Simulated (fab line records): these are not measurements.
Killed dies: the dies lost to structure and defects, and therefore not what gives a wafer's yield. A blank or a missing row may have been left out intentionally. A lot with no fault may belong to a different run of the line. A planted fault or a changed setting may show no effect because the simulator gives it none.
fab line records	flow n5-finfet
record: lots: 10	wafers: 30	last-day: 18
route steps=1938 shown STI_FIN_REVEAL@183 BEOL_M4@1111 PASSIVATION@1936
lots that met no fault: taken from a fault-free run of the same line
start-h: hours from the record's first day to the start of the lot's first wafer shown	wait-h: hours elapsed since this lot's preceding step	" as in the row above	L1.1+2: several wafers, shown together as one row	- no value, or no start given	* or withheld: withheld	< > ~ a bound
route shown NAME@n: names a module that has steps shown in the file, with the first one's number in the route	usual: average and standard deviation across the fault-free wafers	same: alike in all rows	chamber/n: place in a boat	sites: the reading at each site	_std_site: standard deviation of those values	_edge_site: outer sites' mean less inner sites'	radius-mm: how far each site lies from the wafer's centre	mask NAME#n: copy n	behind: the last tool/chamber to shape the wafer	hold: why the lot went on hold/how many hours it stayed there/how the hold came to an end	device: the n, p or np transistor that did not switch	end of line: tests run on the same wafers once the route is complete	for a step that has no rows: nothing shown but its recipe	killed: at the first sort, the dies lost to defects and structure; wafer yield is something else	map: per-die view of a wafer (x killed, . not killed, _ where there is no die)
set.NAME: the run value of the setting; set.NAME@STEP: its run value at that earlier step	model.NAME: the simulator's own value behind a step, which no gauge read
route steps across a sampled set of lots; one table per step, one row per wafer
services: the hour from which a tool's chamber was out of use, counted from the record's first day as start-h (under 0 if before that day), plus the number of hours and why
== steps ==
step: N5_STI_FIN_REVEAL_ALD_00
recipe: material: SiO2	target-thk-a: 10	temp-c: 300	ald-precursor-family: BDEAS	ald-co-reactant: O2-plasma	pulse-time-s: 1	pressure-torr: 2
usual: heater-power-w: 480/43	precursor-pulse-height-rel: 1.003/0.02
lot.wafer	tool	chamber	start-h	wait-h	heater-power-w	precursor-pulse-height-rel
L682.4	ald-sin-03	2	39.44	0.0	504	0.968
L682.5	"	2	"	"	485	0.994
L682.6	"	3	"	"	411	0.984
L683.3	ald-sin-02	2	45.55	0.0	404	1.007
L683.5	"	0	"	"	539	1.001
L683.6	"	1	"	"	500	0.975
L684.1	ald-sin-02	3	52.26	0.0	568	1.000
L684.2	"	2	"	"	400	1.000
L684.3	"	1	"	"	512	1.016
L694.2	ald-sin-03	3	112.84	0.0	424	1.009
L694.4	"	2	"	"	453	0.971
L694.6	"	1	"	"	456	0.996
L696.2	ald-sin-03	3	123.52	0.0	423	1.019
L696.3	"	2	"	"	468	1.040
L696.5	"	3	"	"	433	0.993
L698.2	ald-sin-01	0	136.87	0.0	437	1.000
L698.3	"	1	"	"	467	1.028
L698.5	"	1	"	"	477	0.999
L700.2	ald-sin-02	1	149.34	0.1	508	1.011
L700.4	"	3	"	"	562	1.004
L700.5	"	0	"	"	540	1.001
L701.1	ald-sin-03	2	155.29	0.0	463	1.016
L701.2	"	1	"	"	449	1.016
L701.3	"	0	"	"	494	1.017
L702.3	ald-sin-02	3	161.45	0.0	560	1.026
L702.5	"	3	"	"	546	1.000
L702.6	"	2	"	"	409	1.031
L703.1	ald-sin-02	2	166.19	0.5	399	1.006
L703.3	"	1	"	"	517	1.007
L703.4	"	0	"	"	531	1.027
step: N5_STI_FIN_REVEAL_ALD_14
recipe: material: Si3N4	target-thk-a: 30	temp-c: 400	ald-precursor-family: SiH2I2	ald-co-reactant: N2/H2-plasma	pressure-torr: 2
usual: heater-power-w: 859/79
lot.wafer	tool	chamber	start-h	wait-h	heater-power-w
L682.4	ald-sin-03	2	39.49	0.0	865
L682.5	"	2	"	"	879
L682.6	"	3	"	"	749
L683.3	ald-sin-02	2	45.60	0.0	724
L683.5	"	0	"	"	958
L683.6	"	1	"	"	883
L684.1	ald-sin-02	3	52.31	0.0	999
L684.2	"	2	"	"	737
L684.3	"	1	"	"	903
L694.2	ald-sin-03	3	112.89	0.0	749
L694.4	"	2	"	"	837
L694.6	"	1	"	"	833
L696.2	ald-sin-03	3	123.56	0.0	770
L696.3	"	2	"	"	816
L696.5	"	3	"	"	767
L698.2	ald-sin-01	0	136.92	0.0	812
L698.3	"	1	"	"	859
L698.5	"	1	"	"	876
L700.2	ald-sin-02	1	149.39	0.0	933
L700.4	"	3	"	"	982
L700.5	"	0	"	"	977
L701.1	ald-sin-03	2	155.34	0.0	841
L701.2	"	1	"	"	828
L701.3	"	0	"	"	867
L702.3	ald-sin-02	3	161.50	0.0	979
L702.5	"	3	"	"	998
L702.6	"	2	"	"	739
L703.1	ald-sin-02	2	166.24	0.0	726
L703.3	"	1	"	"	901
L703.4	"	0	"	"	968
step: N5_STI_FIN_REVEAL_PRECLEAN_26
recipe: chemistry: SC1	time-s: 45	temp-c: 46	mix: 1:2:100
lot.wafer	tool	chamber	start-h	wait-h
L682.4+5+6	wet-bench-03	0,6,7	45.86	0.0
L683.3+5+6	wet-bench-05	5,7,6	52.19	0.0
L684.1+2+3	wet-bench-03	0,1,3	58.52	0.0
L694.2+4+6	wet-bench-05	6,2,4	118.71	0.0
L696.2+3+5	wet-bench-05	6,0,2	129.42	0.0
L698.2+3+5	wet-bench-05	7,6,3	143.12	0.0
L700.2+4+5	wet-bench-03	5,0,1	155.17	0.0
L701.1+2+3	wet-bench-05	0,1,3	161.18	0.0
L702.3+5+6	wet-bench-03	5,6,3	167.32	0.0
L703.1+3+4	wet-bench-02	4,0,1	172.00	0.0
step: N5_STI_FIN_REVEAL_RECESS_09
recipe: chemistry: HF/NH3	target: SiO2	afs-cycles: 11	target-depth-a: 425	temp-c: 30	sublimation-temp-c: 180	sublimation-time-s: 60
usual: drypump-motor-current-A: 5.9/0.41
lot.wafer	tool	chamber	start-h	wait-h	drypump-motor-current-A
L682.4	vapor-etch-02	1	46.45	0.6	5.8
L682.5	"	1	"	"	5.8
L682.6	"	0	"	"	5.6
L683.3	vapor-etch-02	1	52.78	0.6	5.8
L683.5	"	1	"	"	5.8
L683.6	"	0	"	"	5.6
L684.1	vapor-etch-02	1	58.58	0.0	5.8
L684.2	"	0	"	"	5.5
L684.3	"	0	"	"	5.6
L694.2	vapor-etch-02	0	118.77	0.0	5.6
L694.4	"	1	"	"	5.8
L694.6	"	1	"	"	5.8
L696.2	vapor-etch-01	0	129.48	0.0	5.6
L696.3	"	0	"	"	5.6
L696.5	"	1	"	"	6.5
L698.2	vapor-etch-01	1	143.18	0.0	6.5
L698.3	"	0	"	"	5.6
L698.5	"	1	"	"	6.5
L700.2	vapor-etch-02	1	155.24	0.0	5.8
L700.4	"	0	"	"	5.6
L700.5	"	0	"	"	5.6
L701.1	vapor-etch-02	1	161.51	0.3	5.8
L701.2	"	0	"	"	5.6
L701.3	"	0	"	"	5.6
L702.3	vapor-etch-01	1	167.92	0.6	6.5
L702.5	"	1	"	"	6.5
L702.6	"	0	"	"	5.6
L703.1	vapor-etch-01	0	172.06	0.0	5.6
L703.3	"	1	"	"	6.5
L703.4	"	0	"	"	5.6
step: N5_STI_FIN_REVEAL_INSPECT_13
recipe: inspect-instrument: darkfield	mode: post-clean
usual: raw-defect-count: 11/4.9
lot.wafer	tool	chamber	start-h	wait-h	raw-defect-count
L682.4	defect-inspect-01	-	48.81	0.0	5
L682.5	"	-	"	"	17
L682.6	"	-	"	"	12
L683.3	defect-inspect-02	-	55.04	0.0	7
L683.5	"	-	"	"	16
L683.6	"	-	"	"	6
L684.1	defect-inspect-02	-	61.37	0.0	9
L684.2	"	-	"	"	11
L684.3	"	-	"	"	19
L694.2	defect-inspect-02	-	121.57	0.0	13
L694.4	"	-	"	"	16
L694.6	"	-	"	"	13
L696.2	defect-inspect-01	-	132.27	0.0	530
L696.3	"	-	"	"	8
L696.5	"	-	"	"	17
L698.2	defect-inspect-01	-	145.98	0.0	9
L698.3	"	-	"	"	475
L698.5	"	-	"	"	8
L700.2	defect-inspect-02	-	158.09	0.0	7
L700.4	"	-	"	"	8
L700.5	"	-	"	"	11
L701.1	defect-inspect-02	-	164.68	0.0	8
L701.2	"	-	"	"	11
L701.3	"	-	"	"	7
L702.3	defect-inspect-02	-	170.37	0.0	16
L702.5	"	-	"	"	12
L702.6	"	-	"	"	18
L703.1	defect-inspect-01	-	174.87	0.0	12
L703.3	"	-	"	"	5
L703.4	"	-	"	"	5
step: N5_BEOL_M4_RC_MEAS_101
usual: DIBL_N: 36.4/2.7	DIBL_P: 36/3.2	IOFF_N: 0.16/0.046	IOFF_P: 0.21/0.055	ION_N: 677/15	ION_P: 464/11	SS_N: 71.5/0.79	SS_P: 73.3/0.93	VT_N: 250/4.1	VT_P: -251/4.4
lot.wafer	tool	chamber	start-h	wait-h	DIBL_N[mV/V]	DIBL_P[mV/V]	IOFF_N[nA/um]	IOFF_P[nA/um]	ION_N[uA/um]	ION_P[uA/um]	SS_N[mV/dec]	SS_P[mV/dec]	VT_N[mV]	VT_P[mV]
L683.3	prober-01	0	189.09	0.3	38.3	40	0.22	0.36	695	487	72.9	73.0	242	-239
L683.5	"	0	"	"	37.2	38	0.19	0.28	691	478	72.2	73.6	245	-242
L683.6	"	0	"	"	35.4	36	0.16	0.26	682	481	72.0	73.0	248	-243
L682.4	prober-02	0	201.23	0.5	36.1	36	0.15	0.20	674	469	70.7	72.6	250	-248
L682.5	"	0	"	"	37.3	37	0.18	0.23	681	471	71.8	74.1	247	-250
L682.6	"	0	"	"	37.3	38	0.18	0.24	689	474	71.7	73.8	246	-248
L684.1	prober-02	0	206.75	0.0	31.4	29	0.09	0.13	648	452	69.9	71.0	256	-257
L684.2	"	0	"	"	36.5	36	0.17	0.21	691	470	71.7	72.6	246	-249
L684.3	"	0	"	"	35.3	34	0.14	0.18	677	463	71.3	72.5	252	-253
L694.2	prober-02	0	257.55	0.2	33.3	34	0.12	0.18	656	454	71.3	73.1	254	-254
L694.4	"	0	"	"	38.7	39	0.24	0.25	684	456	72.1	75.0	244	-251
L694.6	"	0	"	"	36.7	35	0.18	0.19	653	445	72.6	73.5	252	-254
L696.2	prober-01	0	266.03	0.2	36.6	38	0.16	0.19	692	463	71.7	73.7	248	-253
L696.3	"	0	"	"	40.7	43	0.25	0.26	694	461	72.5	74.8	247	-250
L696.5	"	0	"	"	37.0	40	0.16	0.21	668	454	70.8	73.7	254	-254
L698.2	prober-02	0	286.74	0.2	34.7	35	0.13	0.14	667	445	71.0	72.4	255	-255
L698.3	"	0	"	"	37.8	41	0.18	0.22	671	450	72.3	73.9	251	-253
L698.5	"	0	"	"	34.3	36	0.12	0.16	658	445	71.2	72.7	254	-258
L700.2	prober-01	0	298.85	0.2	36.5	35	0.14	0.19	663	462	70.9	72.6	250	-251
L700.4	"	0	"	"	32.8	31	0.10	0.14	659	453	70.5	72.4	256	-256
L700.5	"	0	"	"	35.4	34	0.13	0.17	670	461	71.1	72.0	252	-255
L701.1	prober-02	0	316.62	0.0	36.8	37	0.19	0.23	697	475	71.2	72.9	246	-248
L701.2	"	0	"	"	37.1	38	0.20	0.23	694	466	71.2	73.8	246	-253
L701.3	"	0	"	"	37.0	38	0.17	0.23	673	466	71.6	74.1	247	-251
L702.3	prober-02	0	319.36	0.3	40.0	38	0.21	0.22	677	457	72.4	73.5	249	-253
L702.5	"	0	"	"	36.7	34	0.14	0.16	659	448	71.2	72.5	253	-257
L702.6	"	0	"	"	41.0	40	0.23	0.25	689	467	72.3	74.2	247	-252
L703.1	prober-01	0	319.44	0.0	28.6	29	0.06	0.09	633	435	70.3	70.7	264	-265
L703.3	"	0	"	"	32.5	32	0.11	0.12	658	440	71.0	71.9	256	-259
L703.4	"	0	"	"	32.1	33	0.11	0.13	677	462	70.6	71.7	253	-259
step: N5_PASSIVATION_PROBE_49
usual: defect-limited-yield: 91.1/1.4	killed_at_M0_to_M3: 34/9.7	killed_at_M4_up: 13/5.1	killed-at-contacts: 14/6.3	killed-at-front-end: 40/11	killed-at-other: 3.5/2.7	killed-dies: 105/16	killed-on-rim: 13/4.1	killed-open: 70/12	killed-short: 34/7.8	sort_bin_5_function: 5.2/0.88	sort_bin_6_memory: 3.3/0.7	sort_bin_8_speed: 0.1/0.62	sort-n-pass: 1074/17	sort-yield-pct: 91.0/1.5
same: gross-dies: 1180	killed-at-back-side: 0	sort_bin_4_leakage[%]: 0
lot.wafer	tool	chamber	start-h	wait-h	defect-limited-yield[%]	killed_at_M0_to_M3	killed_at_M4_up	killed-at-contacts	killed-at-front-end	killed-at-other	killed-dies	killed-on-rim	killed-open	killed-short	sort_bin_5_function[%]	sort_bin_6_memory[%]	sort_bin_8_speed[%]	sort-n-pass	sort-yield-pct[%]
L683.3	prober-01	-	291.88	0.1	90.6	43	8	17	43	0	111	23	71	35	6.4	2.2	0	1069	90.6
L683.5	prober-01	-	291.98	0.2	91.7	29	8	18	42	1	98	9	65	32	4.9	3.2	0	1082	91.7
L683.6	prober-01	-	292.03	0.3	91.4	25	7	31	37	1	101	13	70	31	5.3	2.6	0	1079	91.4
L682.4	prober-02	-	298.22	0.2	90.1	58	10	18	29	2	117	17	87	30	5.3	4.4	0	1063	90.1
L682.5	prober-02	-	298.27	0.2	91.9	32	12	13	36	2	95	10	68	26	4.5	3.3	0	1085	91.9
L682.6	prober-02	-	298.32	0.3	93.0	30	7	10	33	3	83	10	48	33	4.7	2.2	0	1097	93.0
L684.1	prober-01	-	307.65	0.0	91.7	42	16	13	26	1	98	16	62	34	4.5	3.4	0	1082	91.7
L684.2	prober-01	-	307.70	0.1	92.1	35	19	7	30	2	93	9	63	30	5.3	2.3	0	1087	92.1
L684.3	prober-01	-	307.75	0.1	90.5	35	16	20	39	2	112	11	75	35	4.4	4.7	0	1068	90.5
L694.2	prober-02	-	368.75	0.1	92.2	29	9	13	41	0	92	13	66	25	5.2	2.5	0	1088	92.2
L694.4	prober-02	-	368.85	0.2	92.6	21	18	10	38	0	87	10	55	26	3.8	3.1	0	1093	92.6
L694.6	prober-02	-	368.95	0.3	90.5	52	8	13	32	7	112	12	77	32	5.3	4.2	0	1068	90.5
L696.2	prober-01	-	371.55	0.1	81.6	31	14	5	165	2	217	19	66	34	11.7	3.9	0	963	81.6
L696.3	prober-01	-	371.60	0.1	93.0	29	9	7	37	1	83	9	63	20	4.4	2.3	0	1097	93.0
L696.5	prober-01	-	371.70	0.2	92.1	21	13	12	43	4	93	14	60	33	4.5	3.1	0	1087	92.1
L698.2	prober-01	-	388.04	0.1	92.4	30	14	17	26	3	90	15	62	28	4.7	2.8	0	1090	92.4
L698.3	prober-01	-	388.09	0.1	83.0	16	7	18	155	5	201	12	51	27	9.7	4.8	0	979	83.0
L698.5	prober-01	-	388.19	0.2	90.4	37	8	14	47	7	113	7	56	57	5.5	3.4	0	1067	90.4
L700.2	prober-01	-	403.13	0.1	88.7	40	16	6	68	3	133	21	89	44	6.2	4.4	0	1047	88.7
L700.4	prober-01	-	403.23	0.2	92.5	24	16	3	45	0	88	8	51	37	4.5	2.5	0	1092	92.5
L700.5	prober-01	-	403.28	0.2	93.1	23	14	4	39	1	81	10	49	31	3.7	2.8	0	1099	93.1
L701.1	prober-01	-	407.51	0.0	91.2	31	10	10	52	1	104	9	73	29	5.3	3.1	0	1076	91.2
L701.2	prober-01	-	407.56	0.1	92.4	30	12	7	39	2	90	12	62	28	4.9	2.6	0	1090	92.4
L701.3	prober-01	-	407.61	0.1	92.3	31	8	9	40	3	91	17	58	33	4.7	2.5	0	1089	92.3
L702.3	prober-01	-	423.82	0.1	91.2	25	15	10	49	5	104	18	70	34	5.6	3.1	0	1076	91.2
L702.5	prober-01	-	423.92	0.2	88.7	32	28	8	62	3	133	17	90	43	7.5	3.6	0	1047	88.7
L702.6	prober-01	-	423.97	0.3	87.8	40	18	21	63	2	144	13	107	37	7.5	4.5	0	1036	87.8
L703.1	prober-01	-	429.84	0.0	92.8	27	15	8	32	3	85	13	65	16	3.8	3.0	7.0	1012	85.8
L703.3	prober-01	-	429.94	0.1	87.7	61	7	4	72	1	145	19	86	54	6.0	5.6	0	1035	87.7
L703.4	prober-01	-	429.99	0.2	91.4	30	13	14	41	3	101	7	72	27	5.7	2.8	0	1079	91.4
killed by level:class
L683.3 BEOL_M0_SAQP:geometric-particle:short=15 MOL_CONTACT_COAG:geometric-particle:open=14 BEOL_M0_SAQP:geometric-particle:open=13 DUMMY_GATE:geometric-particle:open=10 BEOL_M2:geometric-particle:open=7 FIN_SAQP:geometric-particle:open=5 FIN_SAQP:geometric-particle:short=5 GATE_CUT:geometric-particle:short=5
L683.5 MOL_CONTACT_COAG:geometric-particle:open=14 BEOL_M0_SAQP:geometric-particle:open=12 DUMMY_GATE:geometric-particle:open=9 FIN_SAQP:geometric-particle:open=7 BEOL_M0_SAQP:geometric-particle:short=6 DUMMY_GATE:geometric-particle:short=5 BEOL_M2:geometric-particle:open=5 STARTING-WAFER:geometric-particle:open=5
L683.6 MOL_CONTACT_COAG:geometric-particle:open=25 FIN_SAQP:geometric-particle:open=9 BEOL_M0_SAQP:geometric-particle:short=8 BEOL_M0_SAQP:geometric-particle:open=8 FIN_SAQP:geometric-particle:short=7 DUMMY_GATE:geometric-particle:open=6 MOL_CONTACT_COAG:geometric-particle:short=6 BEOL_M4:geometric-particle:open=6
L682.4 BEOL_M0_SAQP:geometric-particle:open=17 MOL_CONTACT_COAG:geometric-particle:open=16 BEOL_M2:geometric-particle:open=13 STI_FIN_REVEAL:geometric-particle:open=11 BEOL_M0_SAQP:geometric-particle:short=10 BEOL_M3:geometric-particle:open=10 FIN_SAQP:geometric-particle:short=6 DUMMY_GATE:geometric-particle:open=4
L682.5 MOL_CONTACT_COAG:geometric-particle:open=12 GATE_CUT:geometric-particle:short=8 BEOL_M0_SAQP:geometric-particle:open=7 BEOL_M3:geometric-particle:open=7 BEOL_M0_SAQP:geometric-particle:short=6 DUMMY_GATE:geometric-particle:open=6 STI_FIN_REVEAL:geometric-particle:open=5 BEOL_M2:geometric-particle:open=5
L682.6 FIN_SAQP:geometric-particle:short=11 BEOL_M0_SAQP:geometric-particle:short=11 MOL_CONTACT_COAG:geometric-particle:open=7 FIN_SAQP:geometric-particle:open=5 BEOL_M1:geometric-particle:open=5 BEOL_M0_SAQP:geometric-particle:open=5 BEOL_M0:geometric-particle:open=4 BEOL_M3:geometric-particle:open=4
L684.1 BEOL_M0_SAQP:geometric-particle:short=12 BEOL_M3:geometric-particle:open=10 MOL_CONTACT_COAG:geometric-particle:open=9 BEOL_M0_SAQP:geometric-particle:open=9 BEOL_M4:geometric-particle:open=9 FIN_SAQP:geometric-particle:short=4 FIN_SAQP:geometric-particle:open=4 STI_FIN_REVEAL:geometric-particle:open=4
L684.2 STI_FIN_REVEAL:geometric-particle:open=10 BEOL_M4:geometric-particle:open=9 BEOL_M0_SAQP:geometric-particle:short=8 FIN_SAQP:geometric-particle:open=7 MOL_CONTACT_COAG:geometric-particle:open=7 BEOL_M0_SAQP:geometric-particle:open=7 BEOL_M3:geometric-particle:open=6 BEOL_M2:geometric-particle:open=6
L684.3 MOL_CONTACT_COAG:geometric-particle:open=17 STI_FIN_REVEAL:geometric-particle:open=16 BEOL_M0_SAQP:geometric-particle:short=11 BEOL_M4:geometric-particle:open=10 BEOL_M0_SAQP:geometric-particle:open=7 BEOL_M2:geometric-particle:open=5 BEOL_M3:geometric-particle:open=4 GATE_CUT:geometric-particle:short=4
L694.2 FIN_SAQP:geometric-particle:open=15 FIN_SAQP:geometric-particle:short=11 MOL_CONTACT_COAG:geometric-particle:open=11 BEOL_M2:geometric-particle:open=8 BEOL_M3:geometric-particle:open=7 STI_FIN_REVEAL:geometric-particle:open=5 BEOL_M0_SAQP:geometric-particle:short=4 ILD0:geometric-particle:open=3
L694.4 FIN_SAQP:geometric-particle:open=10 BEOL_M2:geometric-particle:open=10 BEOL_M4:geometric-particle:open=8 MOL_CONTACT_COAG:geometric-particle:open=7 STI_FIN_REVEAL:geometric-particle:open=5 FIN_SAQP:geometric-particle:short=4 BEOL_M0_SAQP:geometric-particle:short=4 HKMG_FIN:area-etch=4
L694.6 MOL_CONTACT_COAG:geometric-particle:open=10 BEOL_M2:geometric-particle:open=10 BEOL_M0_SAQP:geometric-particle:open=9 BEOL_M3:geometric-particle:open=9 STI_FIN_REVEAL:geometric-particle:open=8 BEOL_M0_SAQP:geometric-particle:short=8 BEOL_M1:geometric-particle:open=7 FIN_SAQP:geometric-particle:open=6
L696.2 STI_FIN_REVEAL:unspecified=117 FIN_SAQP:geometric-particle:open=9 BEOL_M0_SAQP:geometric-particle:open=9 BEOL_M0_SAQP:geometric-particle:short=8 DUMMY_GATE:geometric-particle:open=7 STI_FIN_REVEAL:geometric-particle:open=6 BEOL_M3:geometric-particle:open=6 FIN_SAQP:geometric-particle:short=5
L696.3 BEOL_M3:geometric-particle:open=10 FIN_SAQP:geometric-particle:open=8 DUMMY_GATE:geometric-particle:open=8 BEOL_M0_SAQP:geometric-particle:open=7 MOL_CONTACT_COAG:geometric-particle:open=7 STI_FIN_REVEAL:geometric-particle:open=5 BEOL_M0:geometric-particle:open=4 BEOL_M0_SAQP:geometric-particle:short=3
L696.5 STI_FIN_REVEAL:geometric-particle:open=14 MOL_CONTACT_COAG:geometric-particle:open=8 FIN_SAQP:geometric-particle:open=6 STARTING-WAFER:geometric-particle:short=5 FIN_SAQP:geometric-particle:short=4 DUMMY_GATE:geometric-particle:open=4 MOL_CONTACT_COAG:geometric-particle:short=4 BEOL_M1:geometric-particle:short=4
L698.2 MOL_CONTACT_COAG:geometric-particle:open=13 STI_FIN_REVEAL:geometric-particle:open=8 FIN_SAQP:geometric-particle:short=7 BEOL_M1:geometric-particle:open=7 FIN_SAQP:geometric-particle:open=4 MOL_CONTACT_COAG:geometric-particle:short=4 BEOL_M0_SAQP:geometric-particle:short=4 BEOL_M3:geometric-particle:open=4
L698.3 STI_FIN_REVEAL:unspecified=119 MOL_CONTACT_COAG:geometric-particle:open=16 FIN_SAQP:geometric-particle:short=9 STI_FIN_REVEAL:geometric-particle:open=6 BEOL_M0_SAQP:geometric-particle:short=5 DUMMY_GATE:geometric-particle:open=4 FIN_SAQP:geometric-particle:open=2 STI_FIN_REVEAL:geometric-particle:short=2
L698.5 BEOL_M0_SAQP:geometric-particle:short=13 FIN_SAQP:geometric-particle:short=12 STI_FIN_REVEAL:geometric-particle:open=11 BEOL_M0_SAQP:geometric-particle:open=8 MOL_CONTACT_COAG:geometric-particle:short=7 MOL_CONTACT_COAG:geometric-particle:open=7 FIN_SAQP:geometric-particle:open=5 GATE_CUT:geometric-particle:short=5
L700.2 FIN_SAQP:geometric-particle:short=19 FIN_SAQP:geometric-particle:open=19 BEOL_M2:geometric-particle:open=15 BEOL_M1:geometric-particle:open=14 STI_FIN_REVEAL:geometric-particle:open=8 MOL_CONTACT_COAG:geometric-particle:open=6 GATE_CUT:geometric-particle:short=6 BEOL_M3:geometric-particle:open=4
L700.4 FIN_SAQP:geometric-particle:open=10 FIN_SAQP:geometric-particle:short=7 BEOL_M0_SAQP:geometric-particle:open=6 BEOL_M1:geometric-particle:open=6 STI_FIN_REVEAL:geometric-particle:open=5 GATE_CUT:geometric-particle:short=5 BEOL_M4:geometric-particle:short=5 STARTING-WAFER:geometric-particle:short=5
L700.5 FIN_SAQP:geometric-particle:open=13 FIN_SAQP:geometric-particle:short=9 BEOL_M1:geometric-particle:open=8 BEOL_M4:geometric-particle:short=7 BEOL_M0_SAQP:geometric-particle:open=5 BEOL_M2:geometric-particle:open=5 STI_FIN_REVEAL:geometric-particle:open=4 DUMMY_GATE:geometric-particle:short=3
L701.1 FIN_SAQP:geometric-particle:open=14 FIN_SAQP:geometric-particle:short=10 BEOL_M0_SAQP:geometric-particle:open=10 MOL_CONTACT_COAG:geometric-particle:open=9 STI_FIN_REVEAL:geometric-particle:open=6 BEOL_M3:geometric-particle:open=6 BEOL_M0_SAQP:geometric-particle:short=4 BEOL_M2:geometric-particle:open=4
L701.2 FIN_SAQP:geometric-particle:open=10 BEOL_M0_SAQP:geometric-particle:open=9 BEOL_M4:geometric-particle:open=7 FIN_SAQP:geometric-particle:short=5 MOL_CONTACT_COAG:geometric-particle:open=5 BEOL_M1:geometric-particle:open=5 BEOL_M2:geometric-particle:open=5 STI_FIN_REVEAL:geometric-particle:open=4
L701.3 FIN_SAQP:geometric-particle:short=17 FIN_SAQP:geometric-particle:open=9 BEOL_M3:geometric-particle:open=9 MOL_CONTACT_COAG:geometric-particle:open=7 BEOL_M0_SAQP:geometric-particle:open=6 BEOL_M1:geometric-particle:open=6 DUMMY_GATE:geometric-particle:open=5 GATE_CUT:geometric-particle:short=4
L702.3 STI_FIN_REVEAL:geometric-particle:open=22 BEOL_M0_SAQP:geometric-particle:open=10 MOL_CONTACT_COAG:geometric-particle:open=9 BEOL_M4:geometric-particle:short=7 STI_FIN_REVEAL:geometric-particle:short=6 BEOL_M0_SAQP:geometric-particle:short=5 FIN_SAQP:geometric-particle:open=4 FIN_SAQP:geometric-particle:short=4
L702.5 STI_FIN_REVEAL:geometric-particle:open=18 FIN_SAQP:geometric-particle:open=12 BEOL_M5:geometric-particle:open=10 GATE_CUT:geometric-particle:short=9 FIN_SAQP:geometric-particle:short=8 MOL_CONTACT_COAG:geometric-particle:open=7 BEOL_M1:geometric-particle:open=6 BEOL_M1:geometric-particle:short=6
L702.6 STI_FIN_REVEAL:geometric-particle:open=30 MOL_CONTACT_COAG:geometric-particle:open=20 BEOL_M0_SAQP:geometric-particle:open=12 FIN_SAQP:geometric-particle:open=10 BEOL_M0_SAQP:geometric-particle:short=8 BEOL_M2:geometric-particle:open=8 STI_FIN_REVEAL:geometric-particle:short=7 BEOL_M4:geometric-particle:open=7
L703.1 STI_FIN_REVEAL:geometric-particle:open=13 BEOL_M1:geometric-particle:open=8 BEOL_M4:geometric-particle:open=8 MOL_CONTACT_COAG:geometric-particle:open=6 BEOL_M2:geometric-particle:open=6 BEOL_M0_SAQP:geometric-particle:open=4 HKMG_FIN:area-etch=4 FIN_SAQP:geometric-particle:short=3
L703.3 FIN_SAQP:geometric-particle:short=19 STI_FIN_REVEAL:geometric-particle:open=17 BEOL_M3:geometric-particle:open=15 FIN_SAQP:geometric-particle:open=14 BEOL_M0_SAQP:geometric-particle:short=12 BEOL_M2:geometric-particle:open=12 BEOL_M1:geometric-particle:open=6 HKMG_FIN:area-etch=5
L703.4 MOL_CONTACT_COAG:geometric-particle:open=12 FIN_SAQP:geometric-particle:open=11 STI_FIN_REVEAL:geometric-particle:open=11 BEOL_M3:geometric-particle:open=8 BEOL_M2:geometric-particle:open=7 BEOL_M0_SAQP:geometric-particle:short=5 DUMMY_GATE:geometric-particle:open=4 BEOL_M4:geometric-particle:open=4
== services ==
tool	chamber	start-h	hours	kind
wet-bench-03	-	47.51	1.3	repair
ald-sin-02	2	56.64	15.4	repair
ald-sin-03	0	59.46	1.5	repair
ald-sin-03	-	85.37	14.0	pm
ald-sin-03	0	85.37	14.0	vent-cycle
ald-sin-03	1	85.37	14.0	vent-cycle
ald-sin-03	2	85.37	14.0	vent-cycle
ald-sin-03	3	85.37	14.0	vent-cycle
vapor-etch-02	-	89.38	14.6	pm
ald-sin-03	0	99.37	-	clean
ald-sin-03	1	99.37	-	clean
ald-sin-03	2	99.37	-	clean
ald-sin-03	3	99.37	-	clean
ald-sin-01	2	101.12	6.2	repair
ald-sin-02	2	130.82	3.4	repair
vapor-etch-02	-	135.98	0.3	repair
vapor-etch-02	-	166.91	1.0	repair
== key ==
first-sign: step: N5_STI_FIN_REVEAL_INSPECT_13	reading: raw-defect-count	direction: up	sigmas: 99+	usual: 11	struck: 502
effect: step: N5_PASSIVATION_PROBE_49	reading: killed-at-front-end	direction: up	sigmas: 11	usual: 40	struck: 160
more-kills-born-at: N5_STI_FIN_REVEAL_PRECLEAN_26@wet-bench-05: 236
met-at N5_STI_FIN_REVEAL_PRECLEAN_26
struck-lots L696,L698
struck-wafers L696.2,L698.3
not-acting-at N5_STI_FIN_REVEAL_ALD_00,N5_STI_FIN_REVEAL_ALD_14,N5_STI_FIN_REVEAL_RECESS_09
onset-between 118.71 129.42
fault: kind: chamber-particle-source	tool: wet-bench-05	chamber: 6	onset-h: 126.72	steps: N5_STI_FIN_REVEAL_PRECLEAN_26	rate-per-visit-cm2: 0.74072	end-h: 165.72
